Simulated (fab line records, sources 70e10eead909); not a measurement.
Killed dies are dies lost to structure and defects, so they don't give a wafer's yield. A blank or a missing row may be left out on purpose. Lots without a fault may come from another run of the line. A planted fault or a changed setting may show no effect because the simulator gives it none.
Chamber matching | flow nand_harc | NHARC_P_CONTACT_ETCH_31 on rie_diel-12: 4 sister chambers
The step etches the open film in CH3F/O2, target depth 30 nm, time 85.7 s. 4 wafers are shown with their chamber, then 7 later ones without.

WAFERS WITH THEIR CHAMBER
wafer  | chamber | rf_vpp_V (V)
L318.6 | 1       | 244.8
L316.5 | 0       | 242.8
L321.4 | 2       | 243.9
L321.5 | 3       | 247.4

WAFERS WITHOUT THEIR CHAMBER
wafer  | rf_vpp_V (V)
L321.6 | 244.4
L324.1 | 246.3
L324.2 | 242.7
L324.5 | 246.9
L327.1 | 243.1
L329.1 | 246.0
L329.2 | 241.2

WHICH CHAMBER EACH WENT THROUGH
wafer  | from the rows above          | in truth
L321.6 | can't be placed: 1 or 2 or 0 | 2
L324.1 | can't be placed: 3 or 1 or 2 | 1
L324.2 | can't be placed: 0 or 2      | 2
L324.5 | can't be placed: 3 or 1      | 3
L327.1 | can't be placed: 0 or 2 or 1 | 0
L329.1 | can't be placed: 1 or 3 or 2 | 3
L329.2 | can't be placed: 0 or 2      | 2
Placed correctly: 0 of 7. Can't be placed from these rows: 7 (the true chamber is among the candidates in 7). Placed wrongly: 0.
How it was worked out, from the rows above alone: a wafer's distance from a chamber is the root of the sum, over the readings, of the square of ((its reading less the chamber's mean) divided by the reading's scatter). The wafer belongs to the nearest chamber; if the next one is less than 2 further off, it can't be placed. A chamber's mean is the mean of its shown wafers. The scatter: with one shown wafer a chamber, the root of the mean of the squares of how far each hidden wafer lies from its nearest shown one.
